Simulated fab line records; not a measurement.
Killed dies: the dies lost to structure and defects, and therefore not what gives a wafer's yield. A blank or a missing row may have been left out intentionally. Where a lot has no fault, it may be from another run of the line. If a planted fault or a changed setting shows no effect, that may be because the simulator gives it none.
Split-lot study | flow n5Finfet | route with 1938 steps; 7 lots, 39 wafers read

== SPLIT DETAILS ==
At N5_FIN_SAQP_HM_DEP_03 (deposits SiNx from SiH4/NH3/N2, target thk 38 nm, time 33.6 s), the setting targetThkA was moved away from the recipe's 380 angstrom on 12 of the 39 wafers read, by -12.4% to +8.5%. All remaining wafers had this setting at the recipe value.

== FROM THE SPLIT TO THE READING: what the file shows between them, 5 steps ==
- N5_FIN_SAQP_THK_MEAS_05
- N5_FIN_SAQP_PECVD_47: deposits a-Si from SiH4/He, target thk 45 nm, time 36.3 s
- N5_FIN_SAQP_PECVD_48: deposits SiNx from SiH4/NH3/N2, target thk 25 nm, time 22.1 s
- N5_FIN_SAQP_MANDREL2_REMOVE_60: chemistry HBr/Cl2/O2, target a-Si, stops on SiNx, bt time 10 s
- N5_FIN_SAQP_HM_OPEN_33: chemistry CH3F/O2, target SiNx, target depth 49.4 nm, time 70.6 s

== THE READING ==
SiNx_of_FIN_SAQP_HM_DEP_03.thkNm (the simulator's own value, which no gauge read), in nm, at N5_FIN_SAQP_FIN_ETCH_36 (etches the open film in HBr/Cl2/O2, target depth 120 nm, time 50.4 s). The file does not state a usual value for it. Across the 27 wafers here that went through the recipe, the average is 20.9 nm and the standard deviation 0.78 nm.

wafer  | tool, chamber at the split | targetThkA as run, angstrom | against the recipe | SiNx_of_FIN_SAQP_HM_DEP_03.thkNm, nm | against lot-mates on the recipe
L075.1 | pecvd-04, 1                | 380                         | recipe             | 20.6                                 | -
L075.3 | pecvd-04, 2                | 380                         | recipe             | 20.4                                 | -
L075.4 | pecvd-04, 0                | 380                         | recipe             | 21.4                                 | -
L082.1 | pecvd-01, 2                | 365.8                       | -3.7%              | 19.4                                 | -1.5
L082.2 | pecvd-01, 0                | 365.8                       | -3.7%              | 19.4                                 | -1.5
L082.3 | pecvd-01, 1                | 380                         | recipe             | 20.4                                 | -
L082.4 | pecvd-01, 1                | 380                         | recipe             | 20.8                                 | -
L082.5 | pecvd-01, 2                | 380                         | recipe             | 21.4                                 | -
L082.6 | pecvd-01, 0                | 365.8                       | -3.7%              | 19.8                                 | -1.1
L086.1 | pecvd-03, 2                | 338.3                       | -11.0%             | 18.2                                 | -3.3
L086.2 | pecvd-03, 1                | 338.3                       | -11.0%             | 18                                   | -3.5
L086.3 | pecvd-03, 0                | 380                         | recipe             | 21                                   | -
L086.4 | pecvd-03, 0                | 380                         | recipe             | 22.8                                 | -
L086.5 | pecvd-03, 1                | 338.3                       | -11.0%             | 16.6                                 | -4.9
L086.6 | pecvd-03, 2                | 380                         | recipe             | 20.8                                 | -
L087.1 | pecvd-01, 1                | 380                         | recipe             | 20.4                                 | -
L087.2 | pecvd-01, 2                | 380                         | recipe             | 19.6                                 | -
L087.3 | pecvd-01, 0                | 380                         | recipe             | 19.8                                 | -
L087.4 | pecvd-01, 1                | 380                         | recipe             | 20                                   | -
L087.5 | pecvd-01, 2                | 380                         | recipe             | 21.2                                 | -
L087.6 | pecvd-01, 0                | 380                         | recipe             | 21.2                                 | -
L090.1 | pecvd-03, 1                | 380                         | recipe             | 20.4                                 | -
L090.2 | pecvd-03, 0                | 333                         | -12.4%             | 15.6                                 | -4.9
L090.3 | pecvd-03, 2                | 333                         | -12.4%             | 15                                   | -5.5
L090.4 | pecvd-03, 1                | 333                         | -12.4%             | 15.2                                 | -5.3
L090.5 | pecvd-03, 0                | 380                         | recipe             | 20                                   | -
L090.6 | pecvd-03, 2                | 380                         | recipe             | 21.2                                 | -
L091.1 | pecvd-01, 1                | 412.3                       | +8.5%              | 22                                   | +1.5
L091.2 | pecvd-01, 0                | 412.3                       | +8.5%              | 23.8                                 | +3.3
L091.3 | pecvd-01, 2                | 380                         | recipe             | 19                                   | -
L091.4 | pecvd-01, 2                | 380                         | recipe             | 21.4                                 | -
L091.5 | pecvd-01, 1                | 412.3                       | +8.5%              | 22.8                                 | +2.3
L091.6 | pecvd-01, 0                | 380                         | recipe             | 21.2                                 | -
L095.1 | pecvd-01, 0                | 380                         | recipe             | 21.4                                 | -
L095.2 | pecvd-01, 1                | 380                         | recipe             | 21.2                                 | -
L095.3 | pecvd-01, 1                | 380                         | recipe             | 21                                   | -
L095.4 | pecvd-01, 0                | 380                         | recipe             | 22                                   | -
L095.5 | pecvd-01, 1                | 380                         | recipe             | 21.8                                 | -
L095.6 | pecvd-01, 0                | 380                         | recipe             | 21.4                                 | -

THE FIT
A straight line over all 39 wafers: SiNx_of_FIN_SAQP_HM_DEP_03.thkNm changes by +0.347 nm for each +1% of targetThkA; r = +0.90; the points scatter about the line by 0.87 nm.
The same after taking each lot's own level away (the mean of its wafers on the recipe; 39 wafers): +0.364 nm for each +1%; r = +0.94; scatter 0.69 nm.
According to that fit, moving targetThkA by its largest amount changes the reading by 4.5 nm.
From 20.37 to 21.53 nm: that is the span of the lots' own levels, equal to 1.5 times the standard deviation above.
The two slopes are in agreement: the lot-to-lot level therefore moves the slope only a little.
Check: for one of the wafers moved furthest among these (-12.4%), held out of the fit, the line's prediction against its lot-mates is -4.56 nm. It came out at -4.93 nm against them.

== OTHER SPLITS APPLIED TO THESE WAFERS ==
Other splits were also applied to these wafers ahead of the reading. Each is held against what the fit with the lots' levels taken away leaves over:
other split on the same wafers    | wafers away from the commonest value | r with SiNx_of_FIN_SAQP_HM_DEP_03.thkNm (lot level and that fit taken away)
N5_ZERO_LAYER_PECVD_02 targetThkA | 15                                   | +0.12

== THE WHOLE CHAIN: every reading that the file lists as answering this split, in the file's order ==
step                    | what it does                                                         | reading                                                                           | change (the file's fit)               | r (the file's)
N5_FIN_SAQP_HM_DEP_03   | deposits SiNx from SiH4/NH3/N2, target thk 38 nm, time 33.6 s        | SiNx_of_FIN_SAQP_HM_DEP_03.thkNm (the simulator's own value, which no gauge read) | +0.391 nm for each +1% of the setting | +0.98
N5_FIN_SAQP_THK_MEAS_05 |                                                                      | thkNm                                                                             | withheld for each +1% of the setting  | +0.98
N5_FIN_SAQP_HM_OPEN_33  | chemistry CH3F/O2, target SiNx, target depth 49.4 nm, time 70.6 s    | etchRfOnTimeS                                                                     | withheld for each +1% of the setting  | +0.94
N5_FIN_SAQP_HM_OPEN_33  | chemistry CH3F/O2, target SiNx, target depth 49.4 nm, time 70.6 s    | etch.depthNm (the simulator's own value, which no gauge read)                     | +0.39 nm for each +1% of the setting  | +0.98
N5_FIN_SAQP_FIN_ETCH_36 | etches the open film in HBr/Cl2/O2, target depth 120 nm, time 50.4 s | SiNx_of_FIN_SAQP_HM_DEP_03.thkNm (the simulator's own value, which no gauge read) | +0.37 nm for each +1% of the setting  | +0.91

== THE FILE'S OWN FIT ==
SiNx_of_FIN_SAQP_HM_DEP_03.thkNm changes by +0.37 nm for each +1% of targetThkA, r = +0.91.
